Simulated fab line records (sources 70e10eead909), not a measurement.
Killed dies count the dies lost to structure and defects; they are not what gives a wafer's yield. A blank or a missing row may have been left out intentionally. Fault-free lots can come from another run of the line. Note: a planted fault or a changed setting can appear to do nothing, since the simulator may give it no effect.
fab line records	flow nand_harc	part 2 of 2: steps 4 to 6 of 6
record: lots: 22	wafers: 66	last_day: 33
route steps=1302 shown A_STAIRCASE@705
lots that met no fault: taken from a fault-free run of the same line
start_h: hours from the record's first day to the start of the lot's first wafer shown	wait_h: hours since the lot's step before	" the same as in the row above	L1.1+2: one row covering several wafers at once	- either no value or no given start	* or withheld: withheld	< > ~ a bound
route shown NAME@n: NAME is a module with steps in the file, n the number in the route of the first one	usual: mean/standard deviation of fault-free wafers	same: alike in all rows	chamber/n: place in a boat	sites: per-site readings	_std_site: standard deviation of those values	_edge_site: the outer-site mean with the inner-site mean subtracted	radius_mm: how far each site lies from the wafer's centre	mask NAME#n: copy n	behind: the tool/chamber that last shaped the wafer	hold: cause of the lot's hold/its duration in hours/its outcome	device: which transistor (n, p or np) failed to switch	end of line: tests of these same wafers at the route's end	for a step that has no rows: nothing shown but its recipe	killed: dies that structure and defects cost at the first sort, which is not the same as the wafer's yield	map: a wafer's dies, x killed, . not, _ none there
set.NAME: the run value of the setting; set.NAME@STEP: its run value at that earlier step	model.NAME: the simulator's own value behind a step, which no gauge read
steps of the route over a sample of lots; a table a step, a row a wafer
services: from which hour (start_h, from the record's first day; less than 0 if before it) a tool's chamber was out of use, for how many hours, and why
== steps ==
step: NHARC_A_STAIRCASE_TRIM_231
recipe: time_s: 211.2	o2_flow_sccm: 500	ar_flow_sccm: 0	bias_w: 0	chemistry: O2
usual: drypump_motor_current_A: 5.7/0.54	mfc_ar_sccm: 0.002/0.0062	oes_product_au: 1.003/0.012	rf_vpp_V: 57.8/0.86	showerhead_plenum_p_Torr: 3.52/0.17	throttle_valve_pct: 17.037/0.0084
lot.wafer	tool	chamber	start_h	wait_h	drypump_motor_current_A	mfc_ar_sccm	oes_product_au	rf_hours_counter_h	rf_vpp_V	showerhead_plenum_p_Torr	throttle_valve_pct
L075.2	rie_diel-13	1	-	-	4.8	0	0.978	5	58.5	3.45	17.028
L075.3	"	2	"	"	5.6	0	0.993	7	56.9	3.41	17.035
L075.4	"	3	"	"	5.3	0	0.995	7	59.8	3.80	17.036
L074.1	rie_diel-11	0	-	-	6.0	0	1.014	31	58.6	3.76	17.026
L074.2	"	1	"	"	6.3	0	1.007	36	56.5	3.50	17.035
L074.6	"	3	"	"	6.2	0	1.009	-	58.2	3.79	17.029
L076.2	rie_diel-03	1	-	-	4.7	0.021	1.005	28	57.1	3.29	17.030
L076.1	"	0	"	"	5.4	0	1.002	28	56.1	3.39	17.036
L076.5	"	0	"	"	5.5	0	1.023	-	57.2	3.39	17.029
L077.2	rie_diel-11	0	-	-	6.0	0	0.996	38	57.5	3.75	17.037
L077.4	"	2	"	"	5.3	0	1.021	41	58.6	3.42	17.042
L077.6	"	0	"	"	6.0	0	1.010	-	58.0	3.75	17.039
L079.1	rie_diel-03	0	-	-	5.4	0	1.031	29	57.8	3.39	17.018
L079.2	"	1	"	"	4.7	0.021	1.021	29	57.1	3.29	17.036
L079.5	"	0	"	"	5.4	0	1.019	-	56.7	3.39	17.040
L078.3	rie_diel-11	0	-	-	6.0	0	1.008	45	57.7	3.75	17.054
L078.2	"	1	"	"	6.3	0	1.000	49	56.7	3.49	17.034
L078.6	"	3	"	"	6.2	0	0.999	-	57.4	3.78	17.050
L080.3	rie_diel-03	0	-	-	5.4	0	1.016	35	57.0	3.39	17.040
L080.5	"	1	"	"	4.7	0.021	1.005	-	56.7	3.29	17.033
L080.6	"	0	"	"	5.4	0	1.013	-	56.0	3.39	17.028
L081.3	rie_diel-11	0	-	-	6.0	0	1.008	52	58.9	3.75	17.033
L081.1	"	2	"	"	5.3	0	1.018	57	58.5	3.41	17.044
L081.6	"	1	"	"	6.3	0	1.002	-	57.2	3.49	17.051
L082.3	rie_diel-03	3	-	-	5.8	0	1.025	29	57.9	3.59	17.038
L082.1	"	0	"	"	5.5	0	1.011	45	57.2	3.39	17.039
L082.5	"	0	"	"	5.5	0	1.017	-	58.4	3.39	17.030
L083.1	rie_diel-11	2	-	-	5.3	0	1.015	6	56.5	3.40	17.022
L083.2	"	3	"	"	6.2	0	0.986	4	58.9	3.77	17.021
L083.5	"	1	"	"	6.3	0	0.989	-	56.5	3.49	17.039
L085.3	rie_diel-13	1	-	-	4.8	0	1.003	48	57.4	3.42	17.054
L085.5	"	3	"	"	5.2	0	1.007	-	58.2	3.78	17.024
L085.6	"	0	"	"	6.5	0	1.016	-	57.8	3.44	17.042
L084.3	rie_diel-13	2	-	-	5.6	0	1.011	48	57.5	3.39	17.044
L084.5	"	2	"	"	5.6	0	1.011	-	57.5	3.39	17.032
L084.6	"	3	"	"	5.3	0	1.011	-	58.3	3.78	17.033
L086.2	rie_diel-11	3	-	-	6.2	0	0.985	15	57.4	3.77	17.047
L086.3	"	0	"	"	6.0	0	1.006	15	58.5	3.74	17.032
L086.6	"	2	"	"	5.3	0	1.002	-	58.2	3.40	17.033
L089.3	rie_diel-11	0	-	-	6.0	0	0.993	18	58.3	3.73	17.039
L089.4	"	1	"	"	6.3	0	0.980	18	57.7	3.48	17.038
L089.1	"	2	"	"	5.3	0	0.998	17	56.5	3.40	17.042
L088.4	rie_diel-03	3	-	-	5.8	0	1.012	16	58.3	3.58	17.036
L088.5	"	3	"	"	5.9	0	1.012	-	55.8	3.58	17.039
L088.6	"	0	"	"	5.5	0	0.997	-	58.0	3.38	17.049
L090.2	rie_diel-13	1	-	-	4.8	0	0.983	63	57.1	3.41	17.026
L090.3	"	2	"	"	5.6	0	1.007	66	57.8	3.38	17.023
L090.6	"	1	"	"	4.8	0	0.985	-	56.8	3.41	17.035
L091.2	rie_diel-11	3	-	-	6.2	0	0.990	35	57.8	3.75	17.032
L091.3	"	0	"	"	6.0	0	1.009	34	60.0	3.72	17.030
L091.6	"	3	"	"	6.3	0	0.993	-	58.8	3.75	17.036
L092.1	rie_diel-11	1	-	-	6.3	0	0.984	33	58.2	3.47	17.034
L092.6	"	2	"	"	5.3	0	1.010	-	58.1	3.39	17.040
L092.5	"	1	"	"	6.3	0	0.981	-	59.4	3.47	17.032
L093.2	rie_diel-03	3	-	-	5.9	0	1.019	29	58.7	3.58	17.056
L093.3	"	1	"	"	4.7	0.021	0.995	29	56.4	3.27	17.032
L093.5	"	0	"	"	5.4	0	1.002	-	57.2	3.37	17.041
L094.3	rie_diel-03	2	-	-	5.9	0	0.995	16	57.8	3.55	17.048
L094.1	"	0	"	"	5.4	0	1.008	32	58.2	3.37	17.025
L094.6	"	2	"	"	5.9	0	1.006	-	57.5	3.55	17.036
L095.4	rie_diel-11	2	-	-	5.3	0	1.009	44	57.4	3.38	17.030
L095.1	"	3	"	"	6.2	0	0.993	49	57.1	3.75	17.034
L095.5	"	2	"	"	5.3	0	1.017	-	58.3	3.38	17.043
L097.4	rie_diel-11	1	-	-	6.3	0	0.991	51	57.3	3.46	17.037
L097.2	"	2	"	"	5.3	0	1.013	51	57.1	3.38	17.032
L097.5	"	1	"	"	6.3	0	0.987	-	57.2	3.46	17.043
step: NHARC_A_STAIRCASE_STRIP_238
recipe: power_w: 1500	temp_c: 250	chemistry: O2
usual: drypump_motor_current_A: 5.7/0.53	heater_power_w: 307/30
lot.wafer	tool	chamber	start_h	wait_h	drypump_motor_current_A	heater_power_w	rf_hours_counter_h
L075.2	plasma_asher-01	1	365.85	0.1	5.9	322	4
L075.3	"	1	"	"	5.9	328	-
L075.4	"	0	"	"	4.8	327	-
L074.2	plasma_asher-02	0	366.14	0.1	5.9	249	22
L074.1	"	1	"	"	6.2	314	22
L074.6	"	0	"	"	5.9	262	-
L076.1	plasma_asher-01	0	379.38	0.1	4.8	330	7
L076.2	"	1	"	"	5.9	324	7
L076.5	"	1	"	"	5.9	325	-
L077.2	plasma_asher-02	1	387.22	0.1	6.1	308	25
L077.4	"	0	"	"	5.9	258	-
L077.6	"	1	"	"	6.1	321	-
L079.1	plasma_asher-02	1	405.08	0.1	6.1	304	30
L079.2	"	0	"	"	5.9	257	30
L079.5	"	0	"	"	5.9	263	-
L078.2	plasma_asher-01	1	405.15	0.1	5.8	323	12
L078.3	"	0	"	"	4.8	323	-
L078.6	"	0	"	"	4.8	322	-
L080.3	plasma_asher-02	1	424.36	0.2	6.2	324	-
L080.5	"	0	"	"	5.9	261	-
L080.6	"	1	"	"	6.2	312	-
L081.1	plasma_asher-02	0	424.78	0.5	5.8	249	34
L081.3	"	0	"	"	5.9	261	-
L081.6	"	0	"	"	5.9	265	-
L082.1	plasma_asher-02	1	455.08	0.1	6.2	334	5
L082.3	"	1	"	"	6.1	332	-
L082.5	"	1	"	"	6.2	331	-
L083.2	plasma_asher-02	0	455.57	0.1	5.9	257	5
L083.1	"	1	"	"	6.2	332	5
L083.5	"	0	"	"	5.9	252	-
L085.3	plasma_asher-02	0	464.49	0.2	5.9	261	-
L085.6	"	0	"	"	5.8	254	-
L085.5	"	1	"	"	6.2	327	-
L084.3	plasma_asher-01	1	465.04	0.2	5.8	328	-
L084.5	"	0	"	"	4.8	325	-
L084.6	"	1	"	"	5.8	322	-
L086.2	plasma_asher-01	0	490.32	0.1	4.8	329	28
L086.3	"	0	"	"	4.8	316	-
L086.6	"	0	"	"	4.8	324	-
L089.1	plasma_asher-01	1	505.17	0.1	5.9	319	32
L089.4	"	1	"	"	5.8	324	-
L089.3	"	0	"	"	4.8	324	-
L088.4	plasma_asher-01	0	506.64	0.2	4.8	323	-
L088.6	"	0	"	"	4.8	331	-
L088.5	"	1	"	"	5.9	324	-
L090.2	plasma_asher-01	0	517.50	0.1	4.8	331	34
L090.3	"	0	"	"	4.8	325	-
L090.6	"	1	"	"	5.8	323	-
L091.2	plasma_asher-02	0	539.99	0.1	5.8	252	23
L091.3	"	1	"	"	6.2	328	-
L091.6	"	0	"	"	5.9	251	-
L092.1	plasma_asher-02	1	545.90	0.1	6.2	327	24
L092.5	"	0	"	"	5.9	261	-
L092.6	"	1	"	"	6.2	316	-
L093.2	plasma_asher-01	1	546.08	0.1	5.9	337	4
L093.3	"	1	"	"	5.9	340	-
L093.5	"	1	"	"	5.9	333	-
L094.1	plasma_asher-01	0	557.74	0.1	4.8	327	5
L094.3	"	1	"	"	5.8	336	-
L094.6	"	0	"	"	4.8	330	-
L095.1	plasma_asher-01	1	578.89	0.1	5.9	332	9
L095.4	"	1	"	"	5.9	333	-
L095.5	"	0	"	"	4.8	325	-
L097.2	plasma_asher-02	1	594.51	0.1	6.2	330	35
L097.4	"	1	"	"	6.2	331	-
L097.5	"	0	"	"	5.9	253	-
step: NHARC_A_STAIRCASE_ETCH_253
recipe: target_depth_a: 500	time_s: 20.2	ion_energy_ev: 400	c4f8_flow_sccm: 20	o2_flow_sccm: 10	ar_flow_sccm: withheld	rf_w: 600	bias_w: 1000	chemistry: C4F8/O2
usual: oes_product_au: 0.957/0.02	rf_vpp_V: 895/5.8
lot.wafer	tool	chamber	start_h	wait_h	oes_product_au	rf_hours_counter_h	rf_vpp_V
L075.2	rie_diel-13	1	367.45	0.1	0.944	5	894
L075.4	"	2	"	"	0.967	7	891
L075.3	"	3	"	"	0.974	7	907
L074.2	rie_diel-13	2	367.75	0.1	0.948	7	891
L074.1	"	3	"	"	0.968	7	906
L074.6	"	2	"	"	0.962	-	892
L076.1	rie_diel-03	2	381.01	0.1	0.919	31	897
L076.2	"	1	"	"	0.954	29	886
L076.5	"	2	"	"	0.926	-	898
L077.4	rie_diel-13	1	388.83	0.1	0.956	11	893
L077.2	"	2	"	"	0.957	14	892
L077.6	"	0	"	"	0.982	-	894
L079.2	rie_diel-03	0	406.69	0.1	0.974	30	891
L079.1	"	3	"	"	0.973	16	898
L079.5	"	0	"	"	0.967	-	891
L078.3	rie_diel-11	0	406.86	0.1	0.966	47	904
L078.2	"	3	"	"	0.942	50	906
L078.6	"	0	"	"	0.963	-	904
L080.3	rie_diel-13	0	425.71	0.1	0.967	24	893
L080.5	"	1	"	"	0.951	-	892
L080.6	"	2	"	"	0.984	-	891
L081.1	rie_diel-11	0	426.41	0.1	0.947	53	903
L081.3	"	1	"	"	0.937	55	895
L081.6	"	2	"	"	0.977	-	891
L082.1	rie_diel-11	1	456.68	0.1	0.955	6	894
L082.3	"	2	"	"	0.983	6	891
L082.5	"	2	"	"	0.985	-	892
L083.1	rie_diel-03	0	457.21	0.1	0.984	46	891
L083.2	"	1	"	"	0.967	46	887
L083.5	"	3	"	"	0.985	-	898
L085.3	rie_diel-11	2	466.39	0.1	0.931	9	893
L085.5	"	0	"	"	0.918	-	905
L085.6	"	1	"	"	0.914	-	894
L084.3	rie_diel-13	2	466.50	0.1	0.955	50	891
L084.6	"	2	"	"	0.956	-	893
L084.5	"	3	"	"	0.957	-	905
L086.3	rie_diel-13	2	491.87	0.1	0.970	59	890
L086.2	"	0	"	"	0.980	50	891
L086.6	"	3	"	"	0.980	-	905
L089.3	rie_diel-03	3	506.78	0.1	0.984	16	899
L089.4	"	0	"	"	0.956	17	890
L089.1	"	2	"	"	0.965	2	898
L088.4	rie_diel-11	3	508.17	0.1	0.971	19	905
L088.6	"	0	"	"	0.973	-	904
L088.5	"	1	"	"	0.960	-	894
L090.2	rie_diel-11	1	519.05	0.1	0.957	23	894
L090.3	"	3	"	"	0.947	23	905
L090.6	"	0	"	"	0.980	-	903
L091.3	rie_diel-13	3	541.46	0.1	0.952	5	904
L091.2	"	1	"	"	0.974	5	894
L091.6	"	3	"	"	0.949	-	903
L092.1	rie_diel-03	1	547.45	0.1	0.927	30	886
L092.6	"	1	"	"	0.931	-	887
L092.5	"	2	"	"	0.921	-	897
L093.3	rie_diel-03	0	547.64	0.1	0.959	30	889
L093.2	"	2	"	"	0.963	15	896
L093.5	"	3	"	"	0.965	-	896
L094.1	rie_diel-03	2	559.34	0.1	0.927	16	896
L094.3	"	1	"	"	0.928	32	887
L094.6	"	3	"	"	0.938	-	899
L095.1	rie_diel-13	3	580.47	0.1	0.918	20	904
L095.4	"	1	"	"	0.923	-	891
L095.5	"	2	"	"	0.926	-	890
L097.4	rie_diel-03	2	596.12	0.1	0.938	24	896
L097.2	"	0	"	"	0.968	41	890
L097.5	"	2	"	"	0.940	-	896
== services ==
tool	chamber	start_h	hours	kind
rie_diel-11	0	335.93	9.7	repair
rie_diel-03	3	337.30	47.2	repair
rie_diel-11	1	338.60	-	clean
rie_diel-11	2	338.60	-	clean
rie_diel-11	3	338.60	-	clean
plasma_asher-01	-	342.00	9.0	pm
rie_diel-13	-	343.02	9.0	pm
rie_diel-11	0	363.10	-	clean
rie_diel-03	-	382.87	19.8	repair
rie_diel-11	1	406.30	4.6	repair
rie_diel-03	-	407.22	0.5	repair
rie_diel-11	0	412.92	1.2	repair
rie_diel-13	0	414.23	11.1	repair
plasma_asher-02	-	428.32	9.0	pm
rie_diel-11	-	432.72	9.0	pm
rie_diel-03	-	458.48	9.0	pm
rie_diel-11	0	477.13	5.4	repair
rie_diel-11	-	480.17	0.7	repair
rie_diel-11	2	485.48	1.2	repair
plasma_asher-02	-	509.17	0.6	repair
plasma_asher-01	-	519.00	9.0	pm
rie_diel-13	-	520.02	9.0	pm
rie_diel-11	0	544.89	2.9	repair
rie_diel-03	-	565.19	7.5	repair
